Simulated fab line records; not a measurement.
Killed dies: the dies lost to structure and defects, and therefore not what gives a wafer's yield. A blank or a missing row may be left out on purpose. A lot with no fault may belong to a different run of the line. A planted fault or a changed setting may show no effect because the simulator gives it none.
Chamber matching :: flow nand-harc :: NHARC_A_STAIRCASE_ETCH_169 on rie-diel-04: 4 sister chambers
The step etches the open film in CH3F/O2, target depth 50 nm, time 107.1 s. 16 wafers are shown with their chamber, then 8 later ones without.

== WAFERS PAIRED WITH THEIR CHAMBERS ==
wafer: L076.1
chamber: 3
showerhead-plenum-p-Torr (Torr): 2.66
drypump-motor-current-A (A): 5.9
rf-vpp-V (V): 247.0

wafer: L076.4
chamber: 1
showerhead-plenum-p-Torr (Torr): 2.63
drypump-motor-current-A (A): 4.9
rf-vpp-V (V): 247.2

wafer: L076.5
chamber: 0
showerhead-plenum-p-Torr (Torr): 2.39
drypump-motor-current-A (A): 5.7
rf-vpp-V (V): 242.9

wafer: L079.1
chamber: 3
showerhead-plenum-p-Torr (Torr): 2.65
drypump-motor-current-A (A): 5.9
rf-vpp-V (V): 247.2

wafer: L079.2
chamber: 0
showerhead-plenum-p-Torr (Torr): 2.39
drypump-motor-current-A (A): 5.7
rf-vpp-V (V): 243.3

wafer: L079.6
chamber: 3
showerhead-plenum-p-Torr (Torr): 2.65
drypump-motor-current-A (A): 5.9
rf-vpp-V (V): 246.0

wafer: L081.3
chamber: 2
showerhead-plenum-p-Torr (Torr): 2.42
drypump-motor-current-A (A): 5.5
rf-vpp-V (V): 244.6

wafer: L081.4
chamber: 0
showerhead-plenum-p-Torr (Torr): 2.39
drypump-motor-current-A (A): 5.7
rf-vpp-V (V): 243.3

wafer: L081.5
chamber: 3
showerhead-plenum-p-Torr (Torr): 2.65
drypump-motor-current-A (A): 5.9
rf-vpp-V (V): 247.2

wafer: L082.1
chamber: 2
showerhead-plenum-p-Torr (Torr): 2.42
drypump-motor-current-A (A): 5.6
rf-vpp-V (V): 244.1

wafer: L082.2
chamber: 3
showerhead-plenum-p-Torr (Torr): 2.65
drypump-motor-current-A (A): 5.8
rf-vpp-V (V): 245.8

wafer: L082.3
chamber: 1
showerhead-plenum-p-Torr (Torr): 2.63
drypump-motor-current-A (A): 4.8
rf-vpp-V (V): 247.0

wafer: L085.2
chamber: 3
showerhead-plenum-p-Torr (Torr): 2.65
drypump-motor-current-A (A): 5.9
rf-vpp-V (V): 247.4

wafer: L085.4
chamber: 2
showerhead-plenum-p-Torr (Torr): 2.42
drypump-motor-current-A (A): 5.6
rf-vpp-V (V): 243.4

wafer: L085.6
chamber: 0
showerhead-plenum-p-Torr (Torr): 2.38
drypump-motor-current-A (A): 5.7
rf-vpp-V (V): 243.1

wafer: L086.1
chamber: 3
showerhead-plenum-p-Torr (Torr): 2.64
drypump-motor-current-A (A): 5.9
rf-vpp-V (V): 246.8

SIGNATURES, as means of the wafers listed above
reading: showerhead-plenum-p-Torr
chamber 0: 2.3875
chamber 1: 2.6300
chamber 2: 2.4200
chamber 3: 2.6500
scatter within a chamber: 0.00479

reading: drypump-motor-current-A
chamber 0: 5.700
chamber 1: 4.850
chamber 2: 5.567
chamber 3: 5.886
scatter within a chamber: 0.0411

reading: rf-vpp-V
chamber 0: 243.150
chamber 1: 247.100
chamber 2: 244.033
chamber 3: 246.771
scatter within a chamber: 0.517
Rule: distance of a wafer from a chamber = root of the sum over the readings of ((wafer's reading minus chamber's mean) / reading's scatter) squared. The wafer belongs to the nearest chamber; if the next one is less than 2 further off, it can't be placed. The scatter is the square root of a quotient: the sum, over the shown wafers, of each reading's squared deviation from its chamber's mean, divided by wafers minus chambers.

== WAFERS WITHOUT THEIR CHAMBER ==
wafer: L086.2
showerhead-plenum-p-Torr (Torr): 2.38
drypump-motor-current-A (A): 5.7
rf-vpp-V (V): 241.8

wafer: L086.4
showerhead-plenum-p-Torr (Torr): 2.62
drypump-motor-current-A (A): 4.8
rf-vpp-V (V): 247.4

wafer: L088.1
showerhead-plenum-p-Torr (Torr): 2.38
drypump-motor-current-A (A): 5.7
rf-vpp-V (V): 243.4

wafer: L088.5
showerhead-plenum-p-Torr (Torr): 2.64
drypump-motor-current-A (A): 5.9
rf-vpp-V (V): 246.3

wafer: L088.6
showerhead-plenum-p-Torr (Torr): 2.41
drypump-motor-current-A (A): 5.6
rf-vpp-V (V): 245.0

wafer: L095.1
showerhead-plenum-p-Torr (Torr): 2.37
drypump-motor-current-A (A): 5.7
rf-vpp-V (V): 242.4

wafer: L095.2
showerhead-plenum-p-Torr (Torr): 2.63
drypump-motor-current-A (A): 5.9
rf-vpp-V (V): 246.6

wafer: L095.3
showerhead-plenum-p-Torr (Torr): 2.61
drypump-motor-current-A (A): 4.8
rf-vpp-V (V): 247.8

== WHICH CHAMBER EACH WENT THROUGH ==
wafer: L086.2
from the rows above: 0
in truth: 0

wafer: L086.4
from the rows above: 1
in truth: 1

wafer: L088.1
from the rows above: 0
in truth: 0

wafer: L088.5
from the rows above: 3
in truth: 3

wafer: L088.6
from the rows above: 2
in truth: 2

wafer: L095.1
from the rows above: 0
in truth: 0

wafer: L095.2
from the rows above: 3
in truth: 3

wafer: L095.3
from the rows above: 1
in truth: 1
Correctly placed: 8 of 8. From these rows, 0 cannot be placed. Placed wrongly: 0.
